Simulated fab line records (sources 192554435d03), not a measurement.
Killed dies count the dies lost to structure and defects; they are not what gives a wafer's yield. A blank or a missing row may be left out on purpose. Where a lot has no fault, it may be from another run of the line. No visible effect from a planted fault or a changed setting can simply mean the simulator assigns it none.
Split-lot study / flow n5_finfet / route with 1938 steps; 7 lots, 21 wafers read

== SPLIT DETAILS ==
At N5_BEOL_M1_COAT_05 (resist thk 30 nm), the setting spin_rpm was moved away from the recipe's 1500 rpm on 5 of the 21 wafers read, by -11.1% to +4.2%. The other wafers ran this setting at the recipe's value.

The reading is taken at the split's own step.

== THE READING ==
CAR-EUV_of_BEOL_M1_COAT_05.thk_nm (the simulator's own value, which no gauge read), in nm, at N5_BEOL_M1_COAT_05 (resist thk 30 nm). The file does not state a usual value for it. Across the 16 wafers here that went through the recipe, the average is 30.1 nm and the standard deviation 0.093 nm.

wafer=L074.1; tool, chamber at the split=litho_track-02, 0; spin_rpm as run, rpm=1500; against the recipe=recipe; CAR-EUV_of_BEOL_M1_COAT_05.thk_nm, nm=30; against lot-mates on the recipe=-
wafer=L074.6; tool, chamber at the split=litho_track-02, 0; spin_rpm as run, rpm=1500; against the recipe=recipe; CAR-EUV_of_BEOL_M1_COAT_05.thk_nm, nm=30; against lot-mates on the recipe=-
wafer=L074.5; tool, chamber at the split=litho_track-02, 0; spin_rpm as run, rpm=1500; against the recipe=recipe; CAR-EUV_of_BEOL_M1_COAT_05.thk_nm, nm=30.2; against lot-mates on the recipe=-
wafer=L075.2; tool, chamber at the split=litho_track-04, 0; spin_rpm as run, rpm=1500; against the recipe=recipe; CAR-EUV_of_BEOL_M1_COAT_05.thk_nm, nm=30; against lot-mates on the recipe=-
wafer=L075.5; tool, chamber at the split=litho_track-04, 0; spin_rpm as run, rpm=1500; against the recipe=recipe; CAR-EUV_of_BEOL_M1_COAT_05.thk_nm, nm=30; against lot-mates on the recipe=-
wafer=L075.6; tool, chamber at the split=litho_track-04, 0; spin_rpm as run, rpm=1500; against the recipe=recipe; CAR-EUV_of_BEOL_M1_COAT_05.thk_nm, nm=30; against lot-mates on the recipe=-
wafer=L076.3; tool, chamber at the split=litho_track-01, 0; spin_rpm as run, rpm=1500; against the recipe=recipe; CAR-EUV_of_BEOL_M1_COAT_05.thk_nm, nm=30; against lot-mates on the recipe=-
wafer=L076.4; tool, chamber at the split=litho_track-01, 0; spin_rpm as run, rpm=1455; against the recipe=-3.0%; CAR-EUV_of_BEOL_M1_COAT_05.thk_nm, nm=30.6; against lot-mates on the recipe=+0.5
wafer=L076.5; tool, chamber at the split=litho_track-01, 0; spin_rpm as run, rpm=1500; against the recipe=recipe; CAR-EUV_of_BEOL_M1_COAT_05.thk_nm, nm=30.2; against lot-mates on the recipe=-
wafer=L083.1; tool, chamber at the split=litho_track-01, 0; spin_rpm as run, rpm=1500; against the recipe=recipe; CAR-EUV_of_BEOL_M1_COAT_05.thk_nm, nm=30; against lot-mates on the recipe=-
wafer=L083.5; tool, chamber at the split=litho_track-01, 0; spin_rpm as run, rpm=1500; against the recipe=recipe; CAR-EUV_of_BEOL_M1_COAT_05.thk_nm, nm=30; against lot-mates on the recipe=-
wafer=L083.4; tool, chamber at the split=litho_track-01, 0; spin_rpm as run, rpm=1451; against the recipe=-3.3%; CAR-EUV_of_BEOL_M1_COAT_05.thk_nm, nm=30.4; against lot-mates on the recipe=+0.4
wafer=L091.3; tool, chamber at the split=litho_track-04, 0; spin_rpm as run, rpm=1334; against the recipe=-11.1%; CAR-EUV_of_BEOL_M1_COAT_05.thk_nm, nm=32; against lot-mates on the recipe=+1.8
wafer=L091.4; tool, chamber at the split=litho_track-04, 0; spin_rpm as run, rpm=1500; against the recipe=recipe; CAR-EUV_of_BEOL_M1_COAT_05.thk_nm, nm=30.2; against lot-mates on the recipe=-
wafer=L091.5; tool, chamber at the split=litho_track-04, 0; spin_rpm as run, rpm=1500; against the recipe=recipe; CAR-EUV_of_BEOL_M1_COAT_05.thk_nm, nm=30.2; against lot-mates on the recipe=-
wafer=L093.2; tool, chamber at the split=litho_track-04, 0; spin_rpm as run, rpm=1500; against the recipe=recipe; CAR-EUV_of_BEOL_M1_COAT_05.thk_nm, nm=30; against lot-mates on the recipe=-
wafer=L093.3; tool, chamber at the split=litho_track-04, 0; spin_rpm as run, rpm=1500; against the recipe=recipe; CAR-EUV_of_BEOL_M1_COAT_05.thk_nm, nm=30; against lot-mates on the recipe=-
wafer=L093.4; tool, chamber at the split=litho_track-04, 0; spin_rpm as run, rpm=1500; against the recipe=recipe; CAR-EUV_of_BEOL_M1_COAT_05.thk_nm, nm=30; against lot-mates on the recipe=-
wafer=L094.1; tool, chamber at the split=litho_track-02, 0; spin_rpm as run, rpm=1500; against the recipe=recipe; CAR-EUV_of_BEOL_M1_COAT_05.thk_nm, nm=30.2; against lot-mates on the recipe=-
wafer=L094.2; tool, chamber at the split=litho_track-02, 0; spin_rpm as run, rpm=1563; against the recipe=+4.2%; CAR-EUV_of_BEOL_M1_COAT_05.thk_nm, nm=29.4; against lot-mates on the recipe=-0.8
wafer=L094.3; tool, chamber at the split=litho_track-02, 0; spin_rpm as run, rpm=1563; against the recipe=+4.2%; CAR-EUV_of_BEOL_M1_COAT_05.thk_nm, nm=29.4; against lot-mates on the recipe=-0.8

FIT RESULTS
A straight line over all 21 wafers: CAR-EUV_of_BEOL_M1_COAT_05.thk_nm changes by -0.168 nm for each +1% of spin_rpm; r = -0.98; the points scatter about the line by 0.1 nm.
The same after taking each lot's own level away (the mean of its wafers on the recipe; 21 wafers): -0.167 nm for each +1%; r = -0.99; scatter 0.066 nm.
According to that fit, moving spin_rpm by its largest amount changes the reading by 1.8 nm.
From 30.00 to 30.20 nm: that is the span of the lots' own levels, equal to 2.2 times the standard deviation above.
So the lot-to-lot level changes the slope little: the two slopes agree.
Check: with one of the wafers moved furthest among these (-11.1%) left out of the fit, the line predicts +1.89 nm for it against its lot-mates. It came out at +1.8 nm against them.

== OTHER SPLITS APPLIED TO THESE WAFERS ==
Note: prior to the reading, these wafers also went through further splits. Each is held against what the fit with the lots' levels taken away leaves over:
other split on the same wafers=N5_BEOL_M0_SAQP_ALD_48 ald_cycles; wafers away from the commonest value=8; r with CAR-EUV_of_BEOL_M1_COAT_05.thk_nm (lot level and that fit taken away)=-0.02

== FILE'S OWN FIT ==
CAR-EUV_of_BEOL_M1_COAT_05.thk_nm changes by -0.163 nm for each +1% of spin_rpm, r = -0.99.
